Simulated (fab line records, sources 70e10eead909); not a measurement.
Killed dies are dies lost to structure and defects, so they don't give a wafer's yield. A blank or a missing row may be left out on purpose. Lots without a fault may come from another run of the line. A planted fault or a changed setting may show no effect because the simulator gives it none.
Which tool did it? | flow nand_harc | 6 lots, 18 wafers sampled, at 3 steps of a route of 1302

WHAT THE GAUGES READ, wafer by wafer
NHARC_END_SORT_01.
lot  | measured     | on        | killed_at_other
L102 | day 26 05:38 | prober-02 | 2 0 0
L103 | day 27 01:09 | prober-02 | 1 1 0
L111 | day 29 23:15 | prober-01 | 0 622 0
L116 | day 32 05:19 | prober-01 | 2 0 1
L115 | day 32 18:06 | prober-01 | 0 0 1
L120 | day 33 19:44 | prober-01 | 0 0 0

WHICH TOOL RAN EACH LOT (tool, then ch and the chambers of the sampled wafers, then the start)
lot  | NHARC_THIN_TSV_DEP_43           | NHARC_THIN_TSV_ETCH_44
L102 | pecvd-03 ch 0,1,2, day 25 13:37 | rie_diel-11 ch 0,3, day 25 14:44
L103 | pecvd-03 ch 1,2, day 26 09:51   | rie_diel-09 ch 0,1,3, day 26 11:03
L111 | pecvd-02 ch 0,1, day 29 05:38   | rie_diel-11 ch 0,2, day 29 06:40
L116 | pecvd-01 ch 0,1, day 31 12:56   | rie_diel-07 ch 0,3, day 31 13:53
L115 | pecvd-01 ch 0,1,2, day 32 01:52 | rie_diel-09 ch 0,2,3, day 32 02:49
L120 | pecvd-01 ch 0,1,2, day 32 22:25 | rie_diel-11 ch 1,2, day 32 23:25
- NHARC_THIN_TSV_DEP_43: deposits SiO2, target thk 1328.5 nm.
- NHARC_THIN_TSV_ETCH_44: etches the open film in CF4/O2, target depth 1594.2 nm, time 797.1 s.

THE ANSWER, worked out from the rows above alone
Rule: what is usual is taken from the lots themselves. Put in order of their means at a reading, lots are off if they are a third of the lots or fewer, leave a main group of 4 or more, and stand apart from it by a gap of 3 or more times the standard deviation of the main group's means; of several such gaps the widest counts. A main group whose means are all the same, to the digits that the tables above print for the reading, isn't used. A lot without any number at a reading at which 4 lots or more have one is off too. The other lots that the step has rows for count as sound.
Off: L111, at NHARC_END_SORT_01 (killed_at_other). The main group: mean 0.5, standard deviation 0.34.
A tool fits if, at a process step before that reading, it ran every lot that is off, and no sound lot after the first of them. The gauges at NHARC_END_SORT_01 are tried like those tools. One fits: pecvd-02 at NHARC_THIN_TSV_DEP_43. It ran no sound lot before its first lot that is off in this sample, so the start can't be narrowed down.

WHAT THE SIMULATOR HAD PUT IN
Process parameter drift: pecvd-02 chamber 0, from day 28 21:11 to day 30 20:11, at NHARC_THIN_TSV_DEP_43. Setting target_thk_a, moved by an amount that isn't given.
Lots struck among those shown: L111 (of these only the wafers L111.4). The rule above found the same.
